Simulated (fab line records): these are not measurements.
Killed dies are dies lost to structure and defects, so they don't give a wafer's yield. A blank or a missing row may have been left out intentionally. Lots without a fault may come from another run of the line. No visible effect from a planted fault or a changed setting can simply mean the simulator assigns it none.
3 desks looking at one fault :: flow n5_finfet :: numbers are kept per desk, each desk with only its own; the story behind them comes last
Where a reading is given only as a bound, like >300, the bound stands for it, and a mean or a difference that rests on one is marked > or <: the true number lies beyond.

== AT THE TOOL OWNER'S DESK: rie_si-03 ==
The tool's own readings at N5_DUMMY_GATE_ETCH_44 (etches poly-Si in HBr/O2, stops on SiO2, target depth 127.5 nm): means of the sampled wafers that have a number, for each lot that ran on this tool. Any lot whose mean is over 4 standard deviations away from the usual mean is out of limits and marked OUT; that distance is given in the brackets.
Columns: A = drypump_motor_current_A at N5_DUMMY_GATE_ETCH_44, usual 5.7 A; B = oes_product_au at N5_DUMMY_GATE_ETCH_44, usual 0.730 a.u.; C = throttle_valve_pct at N5_DUMMY_GATE_ETCH_44, usual 18.52 %
lot: L886
first seen here: day 3 11:10
A: 5.6
B: 0.736
C: 18.53

lot: L900
first seen here: day 7 00:58
A: 5.4
B: 0.729
C: 18.50

lot: L904
first seen here: day 7 22:53
A: 5.5
B: 0.729
C: 18.55
Result from this desk: across the 3 lots, nothing is out of limits.

== AT THE METROLOGY DESK ==
Lot by lot, what the gauges showed, no matter which tool ran the lot: averages of those sampled wafers that carry a number. Any lot whose mean is over 4 standard deviations away from the usual mean is out of limits and marked OUT; that distance is given in the brackets. Only the readings that lie furthest out on some lot appear, 7 of the 10 it has.
Columns: A = DIBL_N at N5_BEOL_M4_RC_MEAS_101, usual 36.0 mV/V; B = IOFF_N at N5_BEOL_M4_RC_MEAS_101, usual 0.16 nA/um; C = ION_N at N5_BEOL_M4_RC_MEAS_101, usual 675 uA/um; D = ION_P at N5_BEOL_M4_RC_MEAS_101, usual 463 uA/um; E = SS_P at N5_BEOL_M4_RC_MEAS_101, usual 73.3 mV/dec; F = VT_N at N5_BEOL_M4_RC_MEAS_101, usual 250 mV; G = VT_P at N5_BEOL_M4_RC_MEAS_101, usual -251 mV
lot: L886
first seen here: day 8 20:29
A: 35.0
B: 0.14
C: 664
D: 455
E: 73.5
F: 253
G: -253

lot: L900
first seen here: day 12 05:27
A: 36.1
B: 0.16
C: 677
D: 467
E: 72.8
F: 249
G: -247

lot: L904
first seen here: day 13 20:56
A: 37.5
B: 0.17
C: 676
D: 466
E: 73.9
F: 252
G: -249

lot: L906
first seen here: day 13 23:37
A: 35.6
B: 0.16
C: 677
D: 461
E: 72.8
F: 249
G: -248
Result from this desk: across the 4 lots, nothing is out of limits.

== THE DEFECT DESK ==
Inspection counts along the route, by lot: the mean over sampled wafers that carry a number. Any lot whose mean is over 4 standard deviations away from the usual mean is out of limits and marked OUT; that distance is given in the brackets.
Columns: A = raw_defect_count at N5_DUMMY_GATE_INSPECT_27, usual 314; B = raw_defect_count at N5_SPACER0_INSPECT_04, usual 139; C = raw_defect_count at N5_SD_EPI_N_INSPECT_11, usual 2.1; D = raw_defect_count at N5_SD_EPI_N_INSPECT_26, usual 207; E = raw_defect_count at N5_SD_EPI_P_INSPECT_26, usual 177
lot: L886
first seen here: day 3 11:34
A: 210
B: 93
C: 1.3
D: 184
E: 130

lot: L900
first seen here: day 7 01:29
A: 734 (+5.1) OUT
B: 570 (+13) OUT
C: >300 (+99 or more) OUT
D: 621 (+10) OUT
E: 583 (+9.7) OUT

lot: L904
first seen here: day 7 23:17
A: 733 (+5.1) OUT
B: 561 (+13) OUT
C: >300 (+99 or more) OUT
D: 659 (+11) OUT
E: 641 (+11) OUT

lot: L906
first seen here: day 8 12:14
A: 258
B: 117
C: 1.7
D: 180
E: 154
This desk's verdict: out of limits on L900, L904, starting with L900 at day 7 01:29 (raw_defect_count at N5_DUMMY_GATE_INSPECT_27). Within limits: L886, L906.

== TAKEN TOGETHER ==
The defect desk could have raised an alarm at day 7 01:29, on L900, L904.
Nothing out of limits was seen by the tool owner's desk.
From the metrology desk's view, nothing was out of limits.
On record at the tool owner's desk: L900, L904, within its limits.
The metrology desk holds a record of L900, L904, inside its limits.
N5_DUMMY_GATE_ETCH_44 was run on rie_si-03 by each of the lots named.

== WHAT THE SIMULATOR HAD INSERTED ==
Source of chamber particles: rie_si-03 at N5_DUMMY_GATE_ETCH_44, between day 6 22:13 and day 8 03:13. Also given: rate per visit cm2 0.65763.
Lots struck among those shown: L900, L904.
Hours from the fault's start to each desk's first reading out of limits: the defect desk, 3.
